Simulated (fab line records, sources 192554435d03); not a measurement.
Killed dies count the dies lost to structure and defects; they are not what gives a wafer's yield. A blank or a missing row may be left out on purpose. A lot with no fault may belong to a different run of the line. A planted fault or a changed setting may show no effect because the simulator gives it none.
Matching of chambers | flow n5Finfet | N5_BEOL_M2_DESCUM_16 on rieDiel-02 has 4 sister chambers
The step chemistry O2, time 7 s. 4 wafers are shown with their chamber, then 10 later ones without.

== EACH WAFER AND ITS CHAMBER ==
wafer  | chamber | drypumpMotorCurrentA (A)
L088.2 | 2       | 5.34
L089.2 | 0       | 5.96
L091.1 | 1       | 5.59
L091.3 | 3       | 6.11

== WAFERS WITH NO CHAMBER GIVEN ==
wafer  | drypumpMotorCurrentA (A)
L091.5 | 5.98
L092.3 | 5.55
L092.4 | 5.95
L092.5 | 5.97
L094.1 | 5.96
L094.4 | 5.35
L094.5 | 6.10
L097.3 | 6.12
L097.5 | 5.94
L097.6 | 6.08

== EACH ONE'S CHAMBER ==
wafer  | from the rows above | in truth
L091.5 | 0                   | 0
L092.3 | 1                   | 1
L092.4 | 0                   | 0
L092.5 | 0                   | 0
L094.1 | 0                   | 0
L094.4 | 2                   | 2
L094.5 | 3                   | 3
L097.3 | 3                   | 3
L097.5 | 0                   | 0
L097.6 | 3                   | 3
Placed correctly: 10 of 10. From these rows, 0 cannot be placed. Wrongly placed: 0.
How it was worked out, from the rows above alone: a wafer's distance from a chamber is the root of the sum, over the readings, of the square of ((its reading less the chamber's mean) divided by the reading's scatter). The wafer belongs to the nearest chamber; if the next one is less than 2 further off, it can't be placed. Each chamber's mean is taken over the wafers shown for it. The scatter (one wafer shown for each chamber): square how far every hidden wafer sits from the nearest shown wafer, average those squares and take the square root.
